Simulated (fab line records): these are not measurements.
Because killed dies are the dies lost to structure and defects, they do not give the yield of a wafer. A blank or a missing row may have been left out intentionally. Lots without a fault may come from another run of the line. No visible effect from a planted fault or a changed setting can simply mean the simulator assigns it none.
Which tool is to blame? + flow n5_finfet + 60 wafers from 20 lots sampled at 3 of the route's 1938 steps

WHAT EACH GAUGE READ, for each wafer
N5_BEOL_M5_INSPECT_30: inspects for defects (brightfield). Usual: raw_defect_count at 436, with a standard deviation of 100.
| lot  | measured     | on                | raw_defect_count | flag |
|------|--------------|-------------------|------------------|------|
| L074 | day 7 23:24  | defect_inspect-02 | 340 342 285      |      |
| L075 | day 8 13:20  | defect_inspect-01 | 285 481 360      |      |
| L076 | day 8 13:17  | defect_inspect-02 | 474 428 495      |      |
| L079 | day 9 02:04  | defect_inspect-02 | 344 393 287      |      |
| L078 | day 9 02:15  | defect_inspect-02 | 323 465 300      |      |
| L080 | day 9 21:26  | defect_inspect-02 | 429 328 272      |      |
| L081 | day 10 04:29 | defect_inspect-01 | 581 605 359      |      |
| L082 | day 10 17:30 | defect_inspect-02 | 431 377 368      |      |
| L083 | day 11 01:34 | defect_inspect-02 | 453 503 449      |      |
| L084 | day 11 04:56 | defect_inspect-01 | 584 609 510      |      |
| L085 | day 11 10:37 | defect_inspect-02 | 396 449 317      |      |
| L086 | day 11 10:26 | defect_inspect-01 | 359 413 394      |      |
| L088 | day 11 20:20 | defect_inspect-01 | 434 617 318      |      |
| L087 | day 11 20:37 | defect_inspect-01 | 425 466 732      |      |
| L089 | day 12 09:16 | defect_inspect-02 | 371 474 321      |      |
| L091 | day 12 12:26 | defect_inspect-02 | 416 445 443      |      |
| L092 | day 12 22:19 | defect_inspect-01 | 860 457 521      |      |
| L093 | day 13 08:48 | defect_inspect-01 | 420 472 454      |      |
| L094 | day 13 08:59 | defect_inspect-02 | 350 326 303      |      |
| L095 | day 13 23:51 | defect_inspect-01 | 493 370 424      |      |

TOOL THAT RAN EACH LOT (tool first, then ch and the chambers of the sampled wafers, then the start)
| lot  | N5_BEOL_M5_HM_OPEN_17             | N5_BEOL_M5_STRIP_19                |
|------|-----------------------------------|------------------------------------|
| L074 | rie_metal-02 ch 0,1, day 7 20:02  | rie_diel-06 ch 1,2,3, day 7 20:07  |
| L075 | rie_metal-02 ch 0,1, day 8 10:59  | rie_diel-06 ch 0,2,3, day 8 11:05  |
| L076 | rie_metal-01 ch 0,1, day 8 11:32  | rie_diel-04 ch 0,1, day 8 11:37    |
| L079 | rie_metal-03 ch 1, day 8 21:28    | rie_diel-04 ch 0,3, day 8 21:40    |
| L078 | rie_metal-02 ch 0,1, day 8 21:41  | rie_diel-06 ch 0,2, day 8 21:52    |
| L080 | rie_metal-02 ch 0,1, day 9 20:52  | rie_diel-03 ch 0,2,3, day 9 20:58  |
| L081 | rie_metal-03 ch 0,1, day 10 03:17 | rie_diel-06 ch 0,1,3, day 10 03:24 |
| L082 | rie_metal-02 ch 1, day 10 16:44   | rie_diel-04 ch 1,3, day 10 16:51   |
| L083 | rie_metal-01 ch 0,1, day 11 00:49 | rie_diel-04 ch 2,3, day 11 00:57   |
| L084 | rie_metal-01 ch 0,1, day 11 03:29 | rie_diel-04 ch 0,3, day 11 03:35   |
| L085 | rie_metal-03 ch 0,1, day 11 08:59 | rie_diel-03 ch 0,1, day 11 09:04   |
| L086 | rie_metal-03 ch 0,1, day 11 09:52 | rie_diel-06 ch 1,3, day 11 09:58   |
| L088 | rie_metal-02 ch 0,1, day 11 19:36 | rie_diel-03 ch 0,1,3, day 11 19:43 |
| L087 | rie_metal-01 ch 0,1, day 11 19:47 | rie_diel-03 ch 1,2,3, day 11 19:53 |
| L089 | rie_metal-03 ch 0, day 12 08:07   | rie_diel-04 ch 1,3, day 12 08:25   |
| L091 | rie_metal-01 ch 0,1, day 12 11:23 | rie_diel-04 ch 1,2,3, day 12 11:35 |
| L092 | rie_metal-02 ch 0,1, day 12 19:41 | rie_diel-03 ch 0,3, day 12 19:48   |
| L093 | rie_metal-01 ch 1, day 13 07:52   | rie_diel-03 ch 0,1, day 13 08:09   |
| L094 | rie_metal-03 ch 0,1, day 13 08:07 | rie_diel-03 ch 1,3, day 13 08:14   |
| L095 | rie_metal-01 ch 1, day 13 23:01   | rie_diel-04 ch 0,1, day 13 23:20   |
- N5_BEOL_M5_HM_OPEN_17: chemistry Cl2/BCl3, target TiN, target depth 20 nm, overetch 6 nm.
- N5_BEOL_M5_STRIP_19: strips in O2.

AS READ BY THE TOOLS THEMSELVES (means over the sampled wafers that have a number; for cases with no such wafer, the mark the record gives instead)
N5_BEOL_M5_HM_OPEN_17. Usual: drypump_motor_current_A 5.7 A, standard deviation 0.31; he_backside_leak_sccm 3.3 sccm, standard deviation 0.31; oes_product_au 0.63 a.u., standard deviation 0.081; throttle_valve_pct 22.09 %, standard deviation 0.16.
| lot  | tool         | drypump_motor_current_A (A) | he_backside_leak_sccm (sccm) | oes_product_au (a.u.) | throttle_valve_pct (%) | flag |
|------|--------------|-----------------------------|------------------------------|-----------------------|------------------------|------|
| L074 | rie_metal-02 | 5.7                         | 3.2                          | 0.61                  | 22.07                  |      |
| L075 | rie_metal-02 | 5.6                         | 3.2                          | 0.61                  | 22.07                  |      |
| L076 | rie_metal-01 | 5.3                         | 3.3                          | 0.58                  | 22.26                  |      |
| L079 | rie_metal-03 | 6.2                         | 3.4                          | 0.55                  | 22.20                  |      |
| L078 | rie_metal-02 | 5.5                         | 3.2                          | 0.64                  | 21.95                  |      |
| L080 | rie_metal-02 | 5.5                         | 3.2                          | 0.63                  | 21.96                  |      |
| L081 | rie_metal-03 | 6.1                         | 4.0                          | 0.64                  | 22.15                  |      |
| L082 | rie_metal-02 | 5.4                         | 3.0                          | 0.66                  | 21.85                  |      |
| L083 | rie_metal-01 | 5.4                         | 3.4                          | 0.58                  | 22.28                  |      |
| L084 | rie_metal-01 | 5.3                         | 3.3                          | 0.57                  | 22.27                  |      |
| L085 | rie_metal-03 | 6.1                         | 3.3                          | 0.62                  | 22.15                  |      |
| L086 | rie_metal-03 | 6.1                         | 3.2                          | 0.62                  | 22.15                  |      |
| L088 | rie_metal-02 | 5.5                         | 3.3                          | 0.62                  | 21.98                  |      |
| L087 | rie_metal-01 | 5.5                         | 3.5                          | 0.61                  | 22.17                  |      |
| L089 | rie_metal-03 | 5.9                         | 3.1                          | 0.77                  | 22.01                  |      |
| L091 | rie_metal-01 | 5.3                         | 3.4                          | 0.57                  | 22.28                  |      |
| L092 | rie_metal-02 | 5.7                         | 3.1                          | 0.59                  | 22.10                  |      |
| L093 | rie_metal-01 | 5.6                         | 3.4                          | 0.63                  | 22.10                  |      |
| L094 | rie_metal-03 | 6.0                         | 3.2                          | 0.78                  | 22.00                  |      |
| L095 | rie_metal-01 | 5.6                         | 3.5                          | 0.62                  | 22.12                  |      |

N5_BEOL_M5_STRIP_19. Usual: drypump_motor_current_A 5.5 A, standard deviation 0.45; oes_product_au 0.78 a.u., standard deviation 0.09; rf_vpp_V 3.6 V, standard deviation 0.49; showerhead_plenum_p_Torr 2.06 Torr, standard deviation 0.065; throttle_valve_pct 16.74 %, standard deviation 0.21.
| lot  | tool        | drypump_motor_current_A (A) | oes_product_au (a.u.) | rf_vpp_V (V) | showerhead_plenum_p_Torr (Torr) | throttle_valve_pct (%) | flag |
|------|-------------|-----------------------------|-----------------------|--------------|---------------------------------|------------------------|------|
| L074 | rie_diel-06 | 5.5                         | 0.82                  | 3.5          | 2.09                            | 16.68                  |      |
| L075 | rie_diel-06 | 5.7                         | 0.82                  | 3.5          | 2.11                            | 16.45                  |      |
| L076 | rie_diel-04 | 5.9                         | 0.87                  | 3.2          | 2.06                            | 16.71                  |      |
| L079 | rie_diel-04 | 5.6                         | 0.76                  | 3.8          | 2.03                            | 16.68                  |      |
| L078 | rie_diel-06 | 6.1                         | 0.76                  | 3.9          | 2.09                            | 16.47                  |      |
| L080 | rie_diel-03 | 5.5                         | 0.73                  | 3.5          | 2.04                            | 16.91                  |      |
| L081 | rie_diel-06 | 5.7                         | 0.82                  | 3.2          | 2.08                            | 16.57                  |      |
| L082 | rie_diel-04 | 5.3                         | 0.87                  | 3.5          | 2.12                            | 16.84                  |      |
| L083 | rie_diel-04 | 4.9                         | 0.76                  | 3.3          | 2.06                            | 16.68                  |      |
| L084 | rie_diel-04 | 5.7                         | 0.74                  | 3.7          | 2.02                            | 16.71                  |      |
| L085 | rie_diel-03 | 5.6                         | 0.72                  | 3.4          | 1.99                            | 16.80                  |      |
| L086 | rie_diel-06 | 5.3                         | 0.87                  | 3.2          | 2.10                            | 16.60                  |      |
| L088 | rie_diel-03 | 5.7                         | 0.73                  | 3.6          | 2.00                            | 16.88                  |      |
| L087 | rie_diel-03 | 5.5                         | 0.72                  | 3.3          | 2.08                            | 16.91                  |      |
| L089 | rie_diel-04 | 5.1                         | 0.77                  | 3.6          | 2.08                            | 16.83                  |      |
| L091 | rie_diel-04 | 5.1                         | 0.82                  | 3.9          | 2.08                            | 16.73                  |      |
| L092 | rie_diel-03 | 5.7                         | 0.74                  | 3.3          | 1.97                            | 17.00                  |      |
| L093 | rie_diel-03 | 5.7                         | 0.72                  | 3.8          | 1.99                            | 16.85                  |      |
| L094 | rie_diel-03 | 5.6                         | 0.70                  | 3.4          | 2.05                            | 16.88                  |      |
| L095 | rie_diel-04 | 5.9                         | 0.80                  | 3.4          | 2.04                            | 16.80                  |      |

THE ANSWER, worked out from the rows above alone
Rule: a lot is off if the mean of its wafers that have a number lies more than 3 standard deviations from the usual mean. A lot without any number at a reading at which 4 lots or more have one is off too. Any other lot the step has rows for is counted as sound. The gauges are gone through in route order, then the tools' own readings, and for those a lot's mean is taken as printed above. At the first step where some lot is off, the reading lying furthest off is the one used; lots without a number count as furthest.
None of the lots is off at any reading shown; this tells nothing.

WHAT THE SIMULATOR HAD PUT IN
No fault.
